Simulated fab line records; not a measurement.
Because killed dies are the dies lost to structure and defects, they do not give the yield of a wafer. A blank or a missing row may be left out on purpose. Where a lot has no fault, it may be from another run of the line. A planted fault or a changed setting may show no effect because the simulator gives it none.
Chamber matching + flow nand-harc + 4 sister chambers for NHARC_A_M0_STRIP_18 on rie-diel-07
The step strips in N2/H2. 27 wafers are shown with their chamber, then 12 later ones without.

== WAFERS WITH THEIR CHAMBER ==
| wafer  | chamber | drypump-motor-current-A (A) | oes-product-au (a.u.) | throttle-valve-pct (%) |
|--------|---------|-----------------------------|-----------------------|------------------------|
| L080.1 | 3       | 5.1                         | 0.998                 | 14.160                 |
| L080.3 | 0       | 6.1                         | 1.001                 | 14.173                 |
| L080.5 | 2       | 5.2                         | 1.010                 | 14.173                 |
| L081.2 | 2       | 5.2                         | 1.016                 | 14.164                 |
| L081.3 | 0       | 6.0                         | 1.003                 | 14.176                 |
| L081.5 | 0       | 6.0                         | 1.008                 | 14.183                 |
| L082.1 | 2       | 5.2                         | 1.027                 | 14.179                 |
| L082.4 | 3       | 5.0                         | 0.999                 | 14.169                 |
| L082.5 | 2       | 5.2                         | 1.018                 | 14.153                 |
| L086.2 | 3       | 5.1                         | 1.001                 | 14.173                 |
| L086.4 | 0       | 6.1                         | 1.010                 | 14.164                 |
| L086.6 | 2       | 5.2                         | 1.009                 | 14.182                 |
| L087.1 | 3       | 5.1                         | 1.003                 | 14.171                 |
| L087.2 | 0       | 6.0                         | 1.011                 | 14.164                 |
| L087.4 | 2       | 5.2                         | 1.015                 | 14.159                 |
| L089.1 | 3       | 5.0                         | 1.003                 | 14.177                 |
| L089.4 | 0       | 6.0                         | 1.014                 | 14.178                 |
| L089.5 | 1       | 6.0                         | 1.008                 | 14.171                 |
| L088.1 | 1       | 6.0                         | 1.004                 | 14.168                 |
| L088.5 | 1       | 6.0                         | 1.006                 | 14.180                 |
| L088.6 | 2       | 5.2                         | 0.996                 | 14.171                 |
| L091.1 | 2       | 5.2                         | 0.999                 | 14.175                 |
| L091.2 | 3       | 5.0                         | 0.994                 | 14.156                 |
| L091.3 | 1       | 6.0                         | 1.010                 | 14.186                 |
| L090.3 | 2       | 5.2                         | 1.003                 | 14.185                 |
| L090.4 | 1       | 6.0                         | 1.003                 | 14.169                 |
| L090.6 | 3       | 5.0                         | 0.992                 | 14.156                 |

SIGNATURES, as means of the wafers listed above
| reading                 | chamber 0 | chamber 1 | chamber 2 | chamber 3 | scatter within a chamber |
|-------------------------|-----------|-----------|-----------|-----------|--------------------------|
| drypump-motor-current-A | 6.033     | 6.000     | 5.200     | 5.043     | 0.0364                   |
| oes-product-au          | 1.00783   | 1.00620   | 1.01033   | 0.99857   | 0.00674                  |
| throttle-valve-pct      | 14.17300  | 14.17480  | 14.17122  | 14.16600  | 0.00909                  |
Rule: a wafer's distance from a chamber is the root of the sum, over the readings, of the square of ((its reading less the chamber's mean) divided by the reading's scatter). The wafer belongs to the nearest chamber; if the next one is less than 2 further off, it can't be placed. How the scatter is found: for the shown wafers, subtract from each reading the mean of its chamber, square and add these, divide the total by (wafers less chambers), then take the root.

== WAFERS WHOSE CHAMBER IS MISSING ==
| wafer  | drypump-motor-current-A (A) | oes-product-au (a.u.) | throttle-valve-pct (%) |
|--------|-----------------------------|-----------------------|------------------------|
| L092.3 | 6.1                         | 1.012                 | 14.172                 |
| L092.4 | 5.9                         | 1.008                 | 14.184                 |
| L092.5 | 5.0                         | 0.992                 | 14.159                 |
| L095.2 | 5.0                         | 1.004                 | 14.165                 |
| L095.5 | 6.0                         | 1.007                 | 14.162                 |
| L095.6 | 6.0                         | 1.016                 | 14.164                 |
| L093.2 | 6.1                         | 1.009                 | 14.166                 |
| L093.3 | 5.2                         | 1.015                 | 14.174                 |
| L093.5 | 5.2                         | 1.018                 | 14.161                 |
| L094.1 | 5.2                         | 1.006                 | 14.167                 |
| L094.4 | 5.9                         | 1.012                 | 14.177                 |
| L094.6 | 6.0                         | 0.999                 | 14.189                 |

== EACH ONE'S CHAMBER ==
| wafer  | from the rows above     | in truth |
|--------|-------------------------|----------|
| L092.3 | can't be placed: 0 or 1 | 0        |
| L092.4 | can't be placed: 1 or 0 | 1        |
| L092.5 | 3                       | 3        |
| L095.2 | 3                       | 3        |
| L095.5 | can't be placed: 1 or 0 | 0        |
| L095.6 | can't be placed: 0 or 1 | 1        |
| L093.2 | can't be placed: 0 or 1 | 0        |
| L093.3 | 2                       | 2        |
| L093.5 | 2                       | 2        |
| L094.1 | 2                       | 2        |
| L094.4 | can't be placed: 1 or 0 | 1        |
| L094.6 | can't be placed: 1 or 0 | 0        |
Correctly placed: 5 of 12. Can't be placed from these rows: 7 (the true chamber is among the candidates in 7). 0 placed wrongly.
